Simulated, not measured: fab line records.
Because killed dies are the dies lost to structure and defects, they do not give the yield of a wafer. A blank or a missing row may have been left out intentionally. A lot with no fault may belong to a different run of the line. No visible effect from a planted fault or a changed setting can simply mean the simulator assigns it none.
Matching of chambers -- flow nand-harc -- 4 sister chambers for NHARC_P_CONTACT_CMP_01 on cmp-04
The step polishes SiO2, target thk 200 nm. 4 wafers are shown with their chamber, then 10 later ones without.

== EACH WAFER AND ITS CHAMBER ==
wafer,chamber,motor-current-A (A)
L085.6,1,13.2
L088.5,2,14.2
L091.1,0,11.4
L091.2,3,12.1

== WAFERS WITHOUT THEIR CHAMBER ==
wafer,motor-current-A (A)
L091.3,13.9
L095.3,11.4
L095.4,12.7
L095.5,12.6
L096.1,10.4
L096.2,13.7
L096.6,13.3
L097.3,12.8
L097.4,10.7
L097.6,13.7

== WHICH CHAMBER EACH WENT THROUGH ==
wafer,from the rows above,in truth
L091.3,can't be placed: 2 or 1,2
L095.3,can't be placed: 0 or 3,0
L095.4,can't be placed: 1 or 3 or 0 or 2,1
L095.5,can't be placed: 3 or 1 or 0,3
L096.1,can't be placed: 0 or 3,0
L096.2,can't be placed: 1 or 2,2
L096.6,can't be placed: 1 or 2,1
L097.3,can't be placed: 1 or 3 or 2 or 0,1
L097.4,can't be placed: 0 or 3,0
L097.6,can't be placed: 1 or 2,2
Correctly placed: 0 of 10. From these rows, 10 cannot be placed; in 10 the true chamber is one of the candidates. Wrongly placed: 0.
How it was worked out, from the rows above alone: a wafer's distance from a chamber is the root of the sum, over the readings, of the square of ((its reading less the chamber's mean) divided by the reading's scatter). If the next closest chamber is less than 2 further off than the closest, the wafer can't be placed; otherwise it belongs to the closest. Each chamber's mean is taken over the wafers shown for it. The scatter: root of mean squared gap, hidden wafer to nearest shown wafer, with one shown wafer a chamber.
